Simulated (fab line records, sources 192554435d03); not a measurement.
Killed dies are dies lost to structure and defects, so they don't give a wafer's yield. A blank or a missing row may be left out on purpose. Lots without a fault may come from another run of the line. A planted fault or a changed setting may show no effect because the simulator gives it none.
Chamber matching | flow n5_finfet | N5_MOL_CONTACT_COAG_DESCUM_45 on rie_diel-04: 4 sister chambers
The step chemistry O2, time 7 s. 4 wafers are shown with their chamber, then 9 later ones without.

WAFERS WITH THEIR CHAMBER
wafer  | chamber | throttle_valve_pct (%)
L091.1 | 0       | 20.34
L092.2 | 3       | 20.03
L092.4 | 1       | 19.99
L092.5 | 2       | 20.62

WAFERS WITHOUT THEIR CHAMBER
wafer  | throttle_valve_pct (%)
L094.1 | 20.63
L094.3 | 20.06
L094.4 | 20.35
L095.2 | 20.00
L095.4 | 20.62
L095.5 | 20.04
L096.1 | 20.38
L096.3 | 20.64
L096.6 | 20.37

WHICH CHAMBER EACH WENT THROUGH
wafer  | from the rows above     | in truth
L094.1 | 2                       | 2
L094.3 | can't be placed: 3 or 1 | 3
L094.4 | 0                       | 0
L095.2 | can't be placed: 1 or 3 | 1
L095.4 | 2                       | 2
L095.5 | can't be placed: 3 or 1 | 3
L096.1 | 0                       | 0
L096.3 | 2                       | 2
L096.6 | 0                       | 0
Placed correctly: 6 of 9. Can't be placed from these rows: 3 (the true chamber is among the candidates in 3). Placed wrongly: 0.
How it was worked out, from the rows above alone: a wafer's distance from a chamber is the root of the sum, over the readings, of the square of ((its reading less the chamber's mean) divided by the reading's scatter). The wafer belongs to the nearest chamber; if the next one is less than 2 further off, it can't be placed. A chamber's mean is the mean of its shown wafers. The scatter: with one shown wafer a chamber, the root of the mean of the squares of how far each hidden wafer lies from its nearest shown one.
